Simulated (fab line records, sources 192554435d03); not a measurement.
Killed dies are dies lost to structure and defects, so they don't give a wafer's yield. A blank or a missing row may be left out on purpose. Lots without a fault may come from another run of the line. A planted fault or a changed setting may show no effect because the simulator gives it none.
A struck lot beside a sound one | flow n5_finfet | 32 steps out of a route of 1938
Sound: wafers L589.1, L589.2, L589.6. Struck: wafer L603.1. (L603.2, L603.4 of the same lot were not struck and are left out.) The cause comes at the end.
At each step with rows: each side's tool, then ch and its chambers, then its first start. Under that, the readings that differ: sound wafers | struck wafers | difference of the means | sigmas: that difference in standard deviations of wafers without a fault.
alike: readings whose means differ by less than 2 such deviations, and words and numbers that are the same on both sides. not compared: withheld readings, readings that some wafer has no value for, bounds like >300 that may hide the same value, and numbers for which the record gives no deviation and whose values overlap.
The two part at a step that has a row with sigmas, a row that says differs or no value, or rows on one side only. Numbers that don't overlap but have no deviation are shown without sigmas and don't part them. A reading that every wafer of one side lacks parts them only if that side has two wafers or more.

first, 7 steps without rows for these wafers: N5_BEOL_M13_COAT_04 (resist thk 400 nm); N5_BEOL_M13_EBR_06; N5_BEOL_M13_SOFTBAKE_05 (time 60 s); N5_BEOL_M13_EXPOSE_07 (exposes mask V12); N5_BEOL_M13_PEB_08 (peb time 90 s); N5_BEOL_M13_DEVELOP_09 (develop time 45 s); N5_BEOL_M13_HARDBAKE_14 (time 120 s).
N5_BEOL_M13_CD_MEAS_10: target cd 190 nm.
  sound on cd_sem-01 ch 0, day 11 16:56; struck on cd_sem-02 ch 0, day 15 15:19
  alike: cd_nm
N5_BEOL_M13_OVL_MEAS_11:
  sound on overlay-01 ch 0, day 11 16:58; struck on overlay-02 ch 0, day 15 15:20
  alike: V12_OVL
N5_BEOL_M13_INSPECT_12: inspects for defects (macro).
  sound on defect_inspect-01, day 11 16:59; struck on defect_inspect-01, day 15 15:22
  alike: raw_defect_count
N5_BEOL_M13_DESCUM_15: chemistry O2, time 7.9 s.
  sound on rie_diel-05 ch 1,2,3, day 11 17:17; struck on rie_diel-05 ch 0, day 15 15:40
  reading                     | sound       | struck | difference | sigmas
  drypump_motor_current_A (A) | 5.6 5.8 5.7 | 5.0    | -0.7       | -2
  alike: oes_product_au, rf_vpp_V, showerhead_plenum_p_Torr, throttle_valve_pct
  not compared: rf_hours_counter_h
N5_BEOL_M13_ETCH_59: etches BARC in N2/H2, target depth 89 nm, overetch 26.7 nm, time 67.9 s.
  sound on rie_diel-05 ch 1,2,3, day 11 17:19; struck on rie_diel-05 ch 0, day 15 15:42
  reading                     | sound       | struck | difference | sigmas
  drypump_motor_current_A (A) | 5.6 5.8 5.7 | 5.0    | -0.7       | -2
  alike: oes_product_au, rf_vpp_V, showerhead_plenum_p_Torr, throttle_valve_pct
  not compared: rf_hours_counter_h
N5_BEOL_M13_VIA_ETCH_16: etches SiOC in C4F8/O2/Ar, target depth 921.7 nm.
  sound on rie_diel-05 ch 1,2,3, day 11 17:22; struck on rie_diel-05 ch 0, day 15 15:45
  reading                     | sound          | struck | difference | sigmas
  drypump_motor_current_A (A) | 5.60 5.80 5.72 | 5.01   | -0.70      | -2
  alike: he_outer_torr, oes_product_au, rf_vpp_V, showerhead_plenum_p_Torr, throttle_valve_pct
N5_BEOL_M13_STRIP_63: strips in N2/H2.
  sound on plasma_asher-02 ch 0,1, day 11 17:36; struck on plasma_asher-01 ch 1, day 15 15:59
  reading                      | sound          | struck | difference | sigmas
  strip_time_to_endpoint_s (s) | 27.6 29.2 27.0 | 25.1   | -2.8       | -3
  alike: drypump_motor_current_A, heater_power_w, oes_product_au
  not compared: rf_hours_counter_h
N5_BEOL_M13_STRIP_64: strips in N2/H2.
  sound on plasma_asher-02 ch 0,1, day 11 17:40; struck on plasma_asher-01 ch 1, day 15 16:03
  reading            | sound       | struck | difference | sigmas
  heater_power_w (W) | 298 296 296 | 316    | +19        | +2
  alike: drypump_motor_current_A, oes_product_au, strip_time_to_endpoint_s
  not compared: rf_hours_counter_h
then, 2 steps without rows for these wafers: N5_BEOL_M13_STRIP_71 (strips in post etch residue remover, time 60 s); N5_BEOL_M13_SRD_72 (time 30 s, dry time 30 s).
N5_BEOL_M13_CD_MEAS_17: target cd 190 nm.
  sound on cd_sem-02, day 11 17:49; struck on cd_sem-02, day 15 16:12
  alike: cd_nm
then, 9 steps without rows for these wafers: N5_BEOL_M13_COAT_65 (time 60 s, resist thk 350 nm); N5_BEOL_M13_COAT_66 (time 60 s, resist thk 110 nm); N5_BEOL_M13_COAT_22 (resist thk 300 nm); N5_BEOL_M13_EBR_24; N5_BEOL_M13_SOFTBAKE_23 (time 60 s); N5_BEOL_M13_EXPOSE_25 (exposes mask M13, target cd 210 nm); N5_BEOL_M13_PEB_26 (peb time 90 s); N5_BEOL_M13_DEVELOP_27 (develop time 45 s); N5_BEOL_M13_HARDBAKE_32 (time 120 s).
N5_BEOL_M13_CD_MEAS_28: target cd 209.5 nm.
  sound on cd_sem-01 ch 0, day 11 18:16; struck on cd_sem-03 ch 0, day 15 16:39
  alike: cd_nm
N5_BEOL_M13_OVL_MEAS_29:
  sound on overlay-01 ch 0, day 11 18:18; struck on overlay-02 ch 0, day 15 16:41
  alike: M13_OVL
N5_BEOL_M13_INSPECT_30: inspects for defects (macro).
  sound on defect_inspect-01, day 11 18:19; struck on defect_inspect-02, day 15 16:42
  reading          | sound | struck | difference | sigmas
  raw_defect_count | 5 1 2 | 21     | +18        | +14
N5_BEOL_M13_DESCUM_33: chemistry O2, time 7.9 s.
  sound on rie_diel-01 ch 0,3, day 11 18:58; struck on rie_diel-04 ch 2, day 15 16:47
  alike: drypump_motor_current_A, oes_product_au, rf_vpp_V, showerhead_plenum_p_Torr, throttle_valve_pct
  not compared: rf_hours_counter_h
N5_PASSIVATION_PROBE_49:
  sound on prober-02, day 13 02:20; struck on prober-02, day 17 00:43
  reading                  | sound          | struck | difference | sigmas
  defect_limited_yield (%) | 92.7 94.0 94.0 | 89.0   | -4.6       | -3
  killed_at_M4_up          | 12 12 4        | 36     | +27        | +6
  killed_dies              | 86 71 71       | 130    | +54        | +3
  killed_open              | 51 46 53       | 79     | +29        | +3
  sort_bin_5_function (%)  | 4.1 3.6 3.6    | 5.8    | +2.0       | +2
  sort_bin_6_memory (%)    | 3.0 2.2 2.4    | 4.7    | +2.2       | +4
  sort_n_pass              | 1094 1109 1109 | 1050   | -54        | -3
  sort_yield_pct (%)       | 92.7 94.0 94.0 | 89.0   | -4.6       | -3
  alike: killed_at_M0_to_M3, killed_at_contacts, killed_at_front_end, killed_at_other, killed_short

WHERE THEY PART
First at N5_BEOL_M13_DESCUM_15; last, within this record, at N5_PASSIVATION_PROBE_49.

WHY: what the simulator had put in
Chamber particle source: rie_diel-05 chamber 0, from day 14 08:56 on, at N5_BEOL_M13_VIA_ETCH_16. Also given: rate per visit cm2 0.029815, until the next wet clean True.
